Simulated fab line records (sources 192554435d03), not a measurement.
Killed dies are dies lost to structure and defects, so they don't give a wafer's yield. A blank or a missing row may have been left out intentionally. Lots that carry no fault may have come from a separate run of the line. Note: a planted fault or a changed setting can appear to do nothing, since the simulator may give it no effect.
A lot that was struck, set against a sound lot ; flow n5 finfet ; 26 steps out of a route of 1938
Sound: these wafers, L673.2, L673.5, L673.6. The struck wafers were L680.3, L680.4, L680.6. Last of all comes the cause.
For every step that has rows: the tool of each side, followed by ch and its chambers, followed by its first start. Under that, the readings that differ: sound wafers ; struck wafers ; difference of the means ; sigmas: that difference in standard deviations of wafers without a fault.
alike: same words and numbers on both sides, and readings whose means sit less than 2 such deviations apart. not compared: any withheld reading, any reading some wafer has no value for, any bound like >300 that may hide the same value, and any number with overlapping values for which the record gives no deviation.
A row with sigmas, a row that says differs or no value, or rows on one side alone: a step with any of these is where the two part. Numbers that have no deviation but don't overlap get no sigmas and don't part them. A reading missing from all wafers of one side parts the sides only when that side holds two or more wafers.

N5_BEOL_M5_ETCH_72: etches underlayer in N2/H2, target depth 6.5 nm, time 5.2 s.
  sound on rie diel-03 ch 0,1,3, day 9 10:16; struck on rie diel-04 ch 0,1,3, day 13 00:42
  alike: drypump motor current A, etch rf on time s, n2 flow sccm, oes product au, rf vpp V, showerhead plenum p Torr, throttle valve pct
  not compared: rf hours counter h
then, 1 step without rows for these wafers: N5_BEOL_M5_ETCH_61 (etches SiARC in CF4, target depth 15.6 nm, time 26 s).
N5_BEOL_M5_ETCH_62: etches SOC in N2/H2, target depth 75 nm, overetch 15 nm, time 112.5 s.
  sound on rie diel-03 ch 0,1,3, day 9 10:19; struck on rie diel-04 ch 0,1,3, day 13 00:44
  alike: drypump motor current A, n2 flow sccm, oes product au, rf vpp V, showerhead plenum p Torr, throttle valve pct
  not compared: rf hours counter h
then, 2 steps without rows for these wafers: N5_BEOL_M5_STRIP_63 (strips in N2/H2); N5_BEOL_M5_STRIP_73 (strips in N2/H2).
N5_BEOL_M5_STRIP_64: strips in CF4.
  sound on rie diel-03 ch 0,1,3, day 9 10:26; struck on rie diel-04 ch 0,1,3, day 13 00:52
  alike: drypump motor current A, oes product au, rf vpp V, showerhead plenum p Torr, throttle valve pct
  not compared: rf hours counter h
then, 2 steps without rows for these wafers: N5_BEOL_M5_HM_OPEN_17 (chemistry Cl2/BCl3, target TiN, target depth 20 nm, overetch 6 nm); N5_BEOL_M5_STRIP_19 (strips in O2).
N5_BEOL_M5_CD_MEAS_18: pitch 56 nm, target cd 28 nm.
  sound on cd sem-03, day 9 10:40; struck on cd sem-01, day 13 01:05
  alike: cd nm
then, 3 steps without rows for these wafers: N5_BEOL_M5_COAT_65 (time 60 s, resist thk 60 nm); N5_BEOL_M5_COAT_66 (time 60 s, resist thk 12 nm); N5_BEOL_M5_COAT_74 (time 60 s, resist thk 5 nm).
N5_BEOL_M5_COAT_22: resist thk 30 nm.
  sound on litho track-05 ch 0, day 9 10:43; struck on litho track-03 ch 0, day 13 02:04
reading;sound;struck;difference;sigmas
spin speed rpm (rpm);1499.5 1499.8 1499.7;1538.1 1538.8 1537.6;+38.5;+41
model.CAR-EUV_of_BEOL_M5_COAT_22.thk nm (nm);30 30 30;29.6 29.6 29.6;-0.4;
  alike: chill plate temp C
then, 5 steps without rows for these wafers: N5_BEOL_M5_EBR_24; N5_BEOL_M5_SOFTBAKE_23 (time 60 s); N5_BEOL_M5_EXPOSE_25 (exposes mask V4, defocus 10 nm); N5_BEOL_M5_PEB_26 (peb time 60 s); N5_BEOL_M5_DEVELOP_27 (develop time 30 s).
N5_BEOL_M5_CD_MEAS_28: target cd 30.6 nm, target cd y 20 nm.
  sound on cd sem-03 ch 0, day 9 10:59; struck on cd sem-01 ch 0, day 13 02:20
  alike: cd nm
N5_BEOL_M5_OVL_MEAS_29:
  sound on overlay-01 ch 0, day 9 11:01; struck on overlay-01 ch 0, day 13 02:22
  alike: V4_OVL
N5_BEOL_M5_INSPECT_30: inspects for defects (brightfield).
  sound on defect inspect-02, day 9 11:04; struck on defect inspect-01, day 13 02:25
  alike: raw defect count
N5_BEOL_M5_DESCUM_33: chemistry O2, time 7 s.
  sound on rie diel-03 ch 1,2,3, day 9 11:07; struck on rie diel-02 ch 0,1,2, day 13 02:34
reading;sound;struck;difference;sigmas
drypump motor current A (A);5.2 5.7 5.7;6.4 6.4 6.3;+0.8;+2
  alike: oes product au, rf vpp V, showerhead plenum p Torr, throttle valve pct
  not compared: rf hours counter h
then, 1 step without rows for these wafers: N5_BEOL_M5_ETCH_75 (etches underlayer in N2/H2, target depth 6.5 nm, time 5.2 s).
N5_BEOL_M5_ETCH_67: etches SiARC in CF4, target depth 15.6 nm, time 26 s.
  sound on rie diel-03 ch 1,2,3, day 9 11:10; struck on rie diel-02 ch 0,1,2, day 13 02:37
reading;sound;struck;difference;sigmas
drypump motor current A (A);5.2 5.7 5.7;6.3 6.4 6.3;+0.8;+2
model.CAR-EUV_of_BEOL_M5_COAT_22.thk nm (nm);11 11 11.2;10.8 10.8 10.6;-0.3;
  alike: etch rf on time s, oes product au, rf vpp V, showerhead plenum p Torr, throttle valve pct
  not compared: rf hours counter h
N5_BEOL_M5_ETCH_68: etches SOC in N2/H2, target depth 80 nm, overetch 16 nm, time 120 s.
  sound on rie diel-03 ch 1,2,3, day 9 11:11; struck on rie diel-02 ch 0,1,2, day 13 02:38
reading;sound;struck;difference;sigmas
drypump motor current A (A);5.3 5.7 5.7;6.3 6.4 6.3;+0.8;+2
  alike: n2 flow sccm, oes product au, rf vpp V, showerhead plenum p Torr, throttle valve pct
  not compared: rf hours counter h
-- the record jumps here: 5 days lie between the struck wafers' starts before and after (it left off in module BEOL_M5 and takes up again in module PASSIVATION, whose first step shown is number 1936 of the route) --
N5_PASSIVATION_PROBE_49:
  sound on prober-01, day 12 19:53; struck on prober-02, day 18 02:34
  alike: defect limited yield, killed_at_M0_to_M3, killed_at_M4_up, killed at contacts, killed at front end, killed at other, killed dies, killed on rim, killed open, killed short, sort_bin_5_function, sort_bin_6_memory, sort n pass, sort yield pct

== WHERE THEY PART ==
Last at N5_BEOL_M5_ETCH_68 as far as this record goes, first at N5_BEOL_M5_COAT_22. Later steps at which nothing parts them and some readings are alike: N5_PASSIVATION_PROBE_49.

WHY: the cause the simulator had injected
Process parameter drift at N5_BEOL_M5_COAT_22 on litho track-03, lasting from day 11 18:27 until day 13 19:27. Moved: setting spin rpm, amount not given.
